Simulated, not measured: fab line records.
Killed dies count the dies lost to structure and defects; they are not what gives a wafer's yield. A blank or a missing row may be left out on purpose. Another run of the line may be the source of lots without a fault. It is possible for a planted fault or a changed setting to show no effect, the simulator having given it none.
Matching of chambers + flow n5 finfet + N5_MIM_TOP_ALD_00 on ald hk-02 has 4 sister chambers
The step deposits Al2O3, purge time 3 s, co reactant pulse time 3 s. 4 wafers are shown with their chamber, then 8 later ones without.

== EACH WAFER AND ITS CHAMBER ==
| wafer  | chamber | precursor pulse height rel |
|--------|---------|----------------------------|
| L083.6 | 1       | 0.992                      |
| L086.1 | 3       | 0.999                      |
| L086.5 | 2       | 0.971                      |
| L091.3 | 0       | 0.967                      |

== WAFERS WITHOUT THEIR CHAMBER ==
| wafer  | precursor pulse height rel |
|--------|----------------------------|
| L091.5 | 0.986                      |
| L091.6 | 1.009                      |
| L093.2 | 1.031                      |
| L093.3 | 0.989                      |
| L093.5 | 0.992                      |
| L097.2 | 0.984                      |
| L097.3 | 0.984                      |
| L097.5 | 1.024                      |

== WHICH CHAMBER EACH WENT THROUGH ==
| wafer  | from the rows above               | in truth |
|--------|-----------------------------------|----------|
| L091.5 | can't be placed: 1 or 3 or 2 or 0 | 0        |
| L091.6 | can't be placed: 3 or 1 or 2      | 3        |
| L093.2 | can't be placed: 3 or 1 or 2      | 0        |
| L093.3 | can't be placed: 1 or 3 or 2 or 0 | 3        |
| L093.5 | can't be placed: 1 or 3 or 2 or 0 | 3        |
| L097.2 | can't be placed: 1 or 2 or 3 or 0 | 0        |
| L097.3 | can't be placed: 1 or 2 or 3 or 0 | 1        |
| L097.5 | can't be placed: 3 or 1 or 2      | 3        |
Placed correctly: 0 of 8. Unplaceable from these rows: 8, with the true chamber sitting among the candidates in 7. Placed wrongly: 0.
How it was worked out, from the rows above alone: a wafer's distance from a chamber is the root of the sum, over the readings, of the square of ((its reading less the chamber's mean) divided by the reading's scatter). If the next closest chamber is less than 2 further off than the closest, the wafer can't be placed; otherwise it belongs to the closest. For every chamber, the mean is computed from those of its wafers that are shown. The scatter: with one shown wafer a chamber, the root of the mean of the squares of how far each hidden wafer lies from its nearest shown one.
